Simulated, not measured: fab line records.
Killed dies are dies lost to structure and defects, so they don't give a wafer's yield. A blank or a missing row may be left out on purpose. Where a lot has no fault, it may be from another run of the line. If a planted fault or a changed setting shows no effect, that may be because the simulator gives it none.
2 desks looking at one fault + flow nand-harc + only its own numbers are on each desk; what lay behind them is given at the end

THE TOOL OWNER'S DESK: pvd-sputter-03
The tool's own readings at NHARC_P_BONDPAD_PVD_17 (deposits TaN, target thk 5 nm, time 8.06 s): means of the sampled wafers that have a number, for each lot that ran on this tool. The brackets show how far a lot's mean lies from the usual mean; more than 4 standard deviations puts the lot out of limits, marked OUT.
Columns: A = bias-v at NHARC_P_BONDPAD_PVD_17, usual 168.7 V; B = cathode-dc-power-W at NHARC_P_BONDPAD_PVD_17, usual 15000 W; C = throttle-valve-pct at NHARC_P_BONDPAD_PVD_17, usual 29.4 %
| lot  | first seen here | A     | B     | C    |
|------|-----------------|-------|-------|------|
| L901 | day 8 18:41     | 168.7 | 15005 | 29.3 |
| L900 | day 8 20:14     | 167.4 | 15000 | 29.4 |
| L902 | day 9 15:02     | 168.8 | 15001 | 29.1 |
| L903 | day 9 23:32     | 166.3 | 14999 | 29.1 |
| L913 | day 13 16:21    | 168.4 | 15000 | 29.3 |
| L917 | day 15 09:47    | 169.9 | 14999 | 29.2 |
This desk found nothing out of limits on any of the 6 lots.

THE DEFECT DESK
Per lot, the means of the sampled wafers with a number show what the inspections along the route counted. The brackets show how far a lot's mean lies from the usual mean; more than 4 standard deviations puts the lot out of limits, marked OUT.
Columns: A = raw-defect-count at NHARC_P_BONDPAD_INSPECT_23, usual 341
| lot  | first seen here | A   |
|------|-----------------|-----|
| L897 | day 7 05:41     | 323 |
| L901 | day 8 20:12     | 662 |
| L900 | day 8 21:43     | 224 |
| L902 | day 9 16:33     | 210 |
| L903 | day 10 01:03    | 363 |
| L904 | day 10 01:52    | 401 |
| L905 | day 10 13:01    | 325 |
| L909 | day 12 09:49    | 402 |
| L911 | day 12 19:29    | 301 |
| L910 | day 12 20:55    | 357 |
| L913 | day 13 17:50    | 295 |
| L917 | day 15 11:18    | 341 |
| L918 | day 16 01:50    | 302 |
| L919 | day 16 10:55    | 252 |
This desk found nothing out of limits on any of the 14 lots.

ALL TOGETHER
The tool owner's desk saw nothing out of limits.
Nothing the defect desk looked at was out of limits.

WHAT THE SIMULATOR HAD PUT IN
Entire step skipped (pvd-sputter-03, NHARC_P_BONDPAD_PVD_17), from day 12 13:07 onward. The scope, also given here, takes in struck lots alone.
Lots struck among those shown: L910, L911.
